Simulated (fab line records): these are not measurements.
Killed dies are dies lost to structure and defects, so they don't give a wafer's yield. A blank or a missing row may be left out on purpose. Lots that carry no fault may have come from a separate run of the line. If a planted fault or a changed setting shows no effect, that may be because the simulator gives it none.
2 desks, one fault / flow nand_harc / each desk holds nothing but its own numbers, with what lay behind them at the end

FROM THE METROLOGY DESK
Lot by lot, what the gauges showed, no matter which tool ran the lot: averages of those sampled wafers that carry a number. If a lot's mean is further than 4 standard deviations from the usual mean, the lot is out of limits and carries the mark OUT (the distance appears in the brackets).
Columns: A = thk_nm at NHARC_A_BONDPAD_THK_MEAS_30, usual 200.6 nm
lot=L836; first seen here=day 23 06:48; A=200.6
lot=L838; first seen here=day 24 02:52; A=200.1
lot=L837; first seen here=day 24 04:02; A=198.6
lot=L841; first seen here=day 26 05:28; A=200.4
lot=L844; first seen here=day 26 14:24; A=200.0
lot=L845; first seen here=day 26 19:52; A=200.8
lot=L847; first seen here=day 27 13:53; A=199.1
lot=L848; first seen here=day 27 17:59; A=199.8
lot=L852; first seen here=day 29 16:31; A=200.8
lot=L854; first seen here=day 30 13:51; A=201.1
lot=L855; first seen here=day 31 06:45; A=200.4
lot=L857; first seen here=day 32 10:50; A=199.5
This desk found nothing out of limits on any of the 12 lots.

FOR THE TOOL OWNER'S DESK: rie_si-04
The tool's own readings at NHARC_A_CHANNEL_FILL_D1_ETCHBACK_19 (etches the open film in HBr/Cl2, target depth 5 nm, time 1.7 s): means of the sampled wafers that have a number, for each lot that ran on this tool. If a lot's mean is further than 4 standard deviations from the usual mean, the lot is out of limits and carries the mark OUT (the distance appears in the brackets).
Columns: A = drypump_motor_current_A at NHARC_A_CHANNEL_FILL_D1_ETCHBACK_19, usual 5.9 A; B = mfc_cl2_sccm at NHARC_A_CHANNEL_FILL_D1_ETCHBACK_19, usual 49.98 sccm; C = oes_product_au at NHARC_A_CHANNEL_FILL_D1_ETCHBACK_19, usual 1.000 a.u.; D = throttle_valve_pct at NHARC_A_CHANNEL_FILL_D1_ETCHBACK_19, usual 26.406 %
lot=L837; first seen here=day 10 10:19; A=5.8; B=49.97; C=1.004; D=26.408
lot=L844; first seen here=day 13 09:37; A=5.9; B=50.00; C=0.998; D=26.407
lot=L845; first seen here=day 13 19:20; A=5.7; B=49.92; C=0.995; D=26.405
lot=L854; first seen here=day 17 11:40; A=5.8; B=50.03; C=1.005; D=26.410
lot=L857; first seen here=day 18 16:31; A=5.8; B=50.06; C=1.010; D=26.412
lot=L858; first seen here=day 19 02:14; A=5.6; B=50.00; C=1.001; D=26.405
This desk found nothing out of limits on any of the 6 lots.

TAKEN TOGETHER
Metrology desk: nothing out of limits seen.
The desk of the tool owner found nothing out of limits.

WHAT THE SIMULATOR HAD PUT IN
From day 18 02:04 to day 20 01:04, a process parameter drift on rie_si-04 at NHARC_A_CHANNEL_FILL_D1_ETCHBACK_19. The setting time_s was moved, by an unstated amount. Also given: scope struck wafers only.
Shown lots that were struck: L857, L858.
